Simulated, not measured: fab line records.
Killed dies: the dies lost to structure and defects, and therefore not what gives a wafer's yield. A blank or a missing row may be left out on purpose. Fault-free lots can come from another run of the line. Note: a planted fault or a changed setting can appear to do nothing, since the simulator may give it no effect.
2 desks, one fault	flow n5 finfet	each desk has only its own numbers; what lay behind them comes last

METROLOGY DESK
What the gauges read, lot by lot, whatever tool the lot ran on: means of the sampled wafers that have a number. A lot is out of limits, marked OUT, if its mean lies more than 4 standard deviations from the usual mean; the brackets give that distance.
Columns: A = M9_RS at N5_BEOL_M9_RS_MEAS_57, usual 0.150 ohm/sq
lot	first seen here	A
L779	day 10 14:35	0.153
L781	day 10 16:55	0.152
L780	day 10 19:16	0.155
L783	day 11 12:30	0.152
L784	day 11 15:49	0.146
L785	day 11 17:01	0.153
L786	day 11 23:23	0.150
L796	day 14 04:04	0.157
L795	day 14 14:55	0.148
L797	day 14 22:37	0.152
L798	day 15 13:02	0.147
L799	day 15 13:51	0.149
L800	day 15 22:05	0.151
This desk's verdict: no lot among the 13 shows anything out of limits.

THE DEFECT DESK
Counts from the inspections along the route, per lot, as means over the sampled wafers that have a number. A lot is out of limits, marked OUT, if its mean lies more than 4 standard deviations from the usual mean; the brackets give that distance.
Columns: A = raw defect count at N5_BEOL_M9_INSPECT_58, usual 70
lot	first seen here	A
L779	day 10 14:36	31
L781	day 10 16:57	85
L780	day 10 19:18	56
L783	day 11 12:35	78
L784	day 11 15:50	63
L785	day 11 17:02	77
L786	day 11 23:25	110
L796	day 14 04:06	80
L795	day 14 14:56	54
L797	day 14 22:38	68
L798	day 15 13:04	43
L799	day 15 13:53	74
L800	day 15 22:07	67
This desk's verdict: no lot among the 13 shows anything out of limits.

BROUGHT TOGETHER
From the metrology desk's view, nothing was out of limits.
The defect desk saw nothing out of limits.

WHAT THE SIMULATOR HAD INSERTED
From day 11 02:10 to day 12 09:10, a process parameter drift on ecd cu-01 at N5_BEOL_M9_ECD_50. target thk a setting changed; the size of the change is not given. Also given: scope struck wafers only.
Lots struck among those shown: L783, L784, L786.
